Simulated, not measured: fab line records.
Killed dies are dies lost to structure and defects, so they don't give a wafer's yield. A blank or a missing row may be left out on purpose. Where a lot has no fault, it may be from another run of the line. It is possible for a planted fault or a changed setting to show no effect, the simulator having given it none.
Which tool did it? || flow nand-harc || 18 wafers from 6 lots sampled at 2 of the route's 1302 steps

## WHAT THE GAUGES SHOWED, per wafer
NHARC_A_START_INSPECT_01.
{"lot": "L830", "measured": "day 7 22:55", "on": "defect-inspect-02", "raw-defect-count": "2 4 0"}
{"lot": "L832", "measured": "day 8 17:57", "on": "defect-inspect-01", "raw-defect-count": "6 3 6"}
{"lot": "L842", "measured": "day 12 18:35", "on": "defect-inspect-02", "raw-defect-count": "3 2 4"}
{"lot": "L841", "measured": "day 12 21:07", "on": "defect-inspect-02", "raw-defect-count": "4 5 2"}
{"lot": "L848", "measured": "day 15 18:38", "on": "defect-inspect-01", "raw-defect-count": "5 5 3"}
{"lot": "L850", "measured": "day 16 06:37", "on": "defect-inspect-02", "raw-defect-count": "5 4 3"}

## WHAT TOOL EACH LOT RAN ON (gives the tool, then ch and the chambers of the sampled wafers, and finally the start)
{"lot": "L830", "NHARC_P_BONDPAD_CMP_19": "cmp-02 ch 2,3, day 7 21:54"}
{"lot": "L832", "NHARC_P_BONDPAD_CMP_19": "cmp-02 ch 0,1,2, day 8 16:59"}
{"lot": "L842", "NHARC_P_BONDPAD_CMP_19": "cmp-03 ch 0,1,3, day 12 17:34"}
{"lot": "L841", "NHARC_P_BONDPAD_CMP_19": "cmp-03 ch 0,1, day 12 20:07"}
{"lot": "L848", "NHARC_P_BONDPAD_CMP_19": "cmp-01 ch 0,1,3, day 15 17:38"}
{"lot": "L850", "NHARC_P_BONDPAD_CMP_19": "cmp-01 ch 0,2,3, day 16 05:42"}
- NHARC_P_BONDPAD_CMP_19: polishes, t overpolish 30 s, cu recess touch 16 s, target thk 160.81 nm.

## THE ANSWER, worked out from the rows above alone
Rule: what is usual is taken from the lots themselves. The widest of any qualifying gaps counts: lots, ordered by their means at a reading, are off when they make up no more than a third of the lots, leave a main group of 4 or more, and stand apart from it by 3 or more times the standard deviation of that group's means. The tables above print the reading to a certain number of digits; a main group whose means all agree to those digits is not used. Also off: a lot with no number at a reading for which 4 or more lots have one. The other lots that the step has rows for count as sound.
None of the lots is off at any reading shown; this tells nothing.

## WHAT THE SIMULATOR HAD INSERTED
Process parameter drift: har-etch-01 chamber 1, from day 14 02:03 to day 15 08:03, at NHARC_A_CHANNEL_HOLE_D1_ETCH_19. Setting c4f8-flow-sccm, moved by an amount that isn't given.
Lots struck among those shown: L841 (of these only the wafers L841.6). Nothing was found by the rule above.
